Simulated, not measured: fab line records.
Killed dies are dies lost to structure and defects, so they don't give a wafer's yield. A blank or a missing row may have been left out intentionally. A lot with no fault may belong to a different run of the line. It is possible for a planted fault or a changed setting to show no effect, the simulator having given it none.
Matching of chambers || flow n5-finfet || 4 sister chambers for N5_BEOL_M0_SAQP_MANDREL2_REMOVE_110 on rie-si-02
The step chemistry HBr/Cl2/O2, target a-Si, stops on SiCN, bt time 10 s. 4 wafers are shown with their chamber, then 12 later ones without.

## WAFERS, EACH WITH ITS CHAMBER
{"wafer": "L081.3", "chamber": 3, "drypump-motor-current-A (A)": 5.8}
{"wafer": "L083.1", "chamber": 1, "drypump-motor-current-A (A)": 5.5}
{"wafer": "L083.3", "chamber": 0, "drypump-motor-current-A (A)": 5.2}
{"wafer": "L083.5", "chamber": 2, "drypump-motor-current-A (A)": 4.8}

## WAFERS MISSING THEIR CHAMBER
{"wafer": "L086.1", "drypump-motor-current-A (A)": 5.8}
{"wafer": "L086.3", "drypump-motor-current-A (A)": 5.5}
{"wafer": "L086.4", "drypump-motor-current-A (A)": 4.8}
{"wafer": "L089.2", "drypump-motor-current-A (A)": 5.5}
{"wafer": "L089.4", "drypump-motor-current-A (A)": 4.8}
{"wafer": "L089.5", "drypump-motor-current-A (A)": 5.5}
{"wafer": "L093.2", "drypump-motor-current-A (A)": 5.8}
{"wafer": "L093.4", "drypump-motor-current-A (A)": 5.8}
{"wafer": "L093.6", "drypump-motor-current-A (A)": 5.5}
{"wafer": "L097.1", "drypump-motor-current-A (A)": 5.8}
{"wafer": "L097.3", "drypump-motor-current-A (A)": 4.8}
{"wafer": "L097.6", "drypump-motor-current-A (A)": 4.9}

## EACH ONE'S CHAMBER
{"wafer": "L086.1", "from the rows above": 3, "in truth": 3}
{"wafer": "L086.3", "from the rows above": 1, "in truth": 1}
{"wafer": "L086.4", "from the rows above": 2, "in truth": 2}
{"wafer": "L089.2", "from the rows above": 1, "in truth": 1}
{"wafer": "L089.4", "from the rows above": 2, "in truth": 2}
{"wafer": "L089.5", "from the rows above": 1, "in truth": 1}
{"wafer": "L093.2", "from the rows above": 3, "in truth": 3}
{"wafer": "L093.4", "from the rows above": 3, "in truth": 3}
{"wafer": "L093.6", "from the rows above": 1, "in truth": 1}
{"wafer": "L097.1", "from the rows above": 3, "in truth": 3}
{"wafer": "L097.3", "from the rows above": 2, "in truth": 2}
{"wafer": "L097.6", "from the rows above": 2, "in truth": 2}
Placed correctly: 12 of 12. Number that these rows cannot place: 0. Number placed wrongly: 0.
How it was worked out, from the rows above alone: a wafer's distance from a chamber is the root of the sum, over the readings, of the square of ((its reading less the chamber's mean) divided by the reading's scatter). The wafer belongs to the nearest chamber; if the next one is less than 2 further off, it can't be placed. Each chamber's mean is taken over the wafers shown for it. The scatter: root of mean squared gap, hidden wafer to nearest shown wafer, with one shown wafer a chamber.
